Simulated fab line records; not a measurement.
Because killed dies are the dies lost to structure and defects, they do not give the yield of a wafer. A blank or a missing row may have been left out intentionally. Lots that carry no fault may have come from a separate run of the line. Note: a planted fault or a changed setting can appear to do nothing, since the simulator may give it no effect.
Chamber matching :: flow n5 finfet :: cmp-01 running N5_BEOL_M7_CMP_52: 4 sister chambers
The step polishes, stops on SiCOH lowk, t overpolish 6.9 s, target thk 80 nm. 8 wafers are shown with their chamber, then 10 later ones without.

== EACH WAFER AND ITS CHAMBER ==
wafer: L080.6
chamber: 3
motor current A (A): 5.1
barrier field endpoint s (s): 29.1

wafer: L086.2
chamber: 2
motor current A (A): 5.6
barrier field endpoint s (s): 27.9

wafer: L086.3
chamber: 3
motor current A (A): 5.0
barrier field endpoint s (s): 30.0

wafer: L086.4
chamber: 0
motor current A (A): 5.2
barrier field endpoint s (s): 29.0

wafer: L089.4
chamber: 0
motor current A (A): 5.6
barrier field endpoint s (s): 28.6

wafer: L089.5
chamber: 1
motor current A (A): 6.0
barrier field endpoint s (s): 29.2

wafer: L092.4
chamber: 2
motor current A (A): 5.5
barrier field endpoint s (s): 28.0

wafer: L092.5
chamber: 1
motor current A (A): 5.9
barrier field endpoint s (s): 27.7

== WAFERS MISSING THEIR CHAMBER ==
wafer: L092.6
motor current A (A): 5.2
barrier field endpoint s (s): 28.8

wafer: L093.1
motor current A (A): 5.4
barrier field endpoint s (s): 26.9

wafer: L093.2
motor current A (A): 5.2
barrier field endpoint s (s): 28.0

wafer: L093.4
motor current A (A): 5.2
barrier field endpoint s (s): 29.1

wafer: L095.1
motor current A (A): 6.1
barrier field endpoint s (s): 29.8

wafer: L095.4
motor current A (A): 5.3
barrier field endpoint s (s): 29.3

wafer: L095.5
motor current A (A): 5.1
barrier field endpoint s (s): 30.5

wafer: L097.1
motor current A (A): 5.4
barrier field endpoint s (s): 28.1

wafer: L097.5
motor current A (A): 6.0
barrier field endpoint s (s): 29.5

wafer: L097.6
motor current A (A): 5.5
barrier field endpoint s (s): 29.3

== THE CHAMBER EACH PASSED THROUGH ==
wafer: L092.6
from the rows above: can't be placed: 0 or 3 or 2
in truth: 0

wafer: L093.1
from the rows above: can't be placed: 2 or 0
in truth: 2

wafer: L093.2
from the rows above: can't be placed: 0 or 2 or 3
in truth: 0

wafer: L093.4
from the rows above: can't be placed: 3 or 0 or 2
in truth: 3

wafer: L095.1
from the rows above: 1
in truth: 1

wafer: L095.4
from the rows above: can't be placed: 0 or 3 or 2
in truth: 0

wafer: L095.5
from the rows above: can't be placed: 3 or 0
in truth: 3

wafer: L097.1
from the rows above: can't be placed: 2 or 0
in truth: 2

wafer: L097.5
from the rows above: 1
in truth: 1

wafer: L097.6
from the rows above: can't be placed: 0 or 2 or 3
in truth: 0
2 of 10 placed correctly. Unplaceable from these rows: 8, with the true chamber sitting among the candidates in 8. Placed wrongly: 0.
How it was worked out, from the rows above alone: a wafer's distance from a chamber is the root of the sum, over the readings, of the square of ((its reading less the chamber's mean) divided by the reading's scatter). The wafer belongs to the nearest chamber; if the next one is less than 2 further off, it can't be placed. The mean given for a chamber averages the wafers shown for that chamber. How the scatter is found: for the shown wafers, subtract from each reading the mean of its chamber, square and add these, divide the total by (wafers less chambers), then take the root.
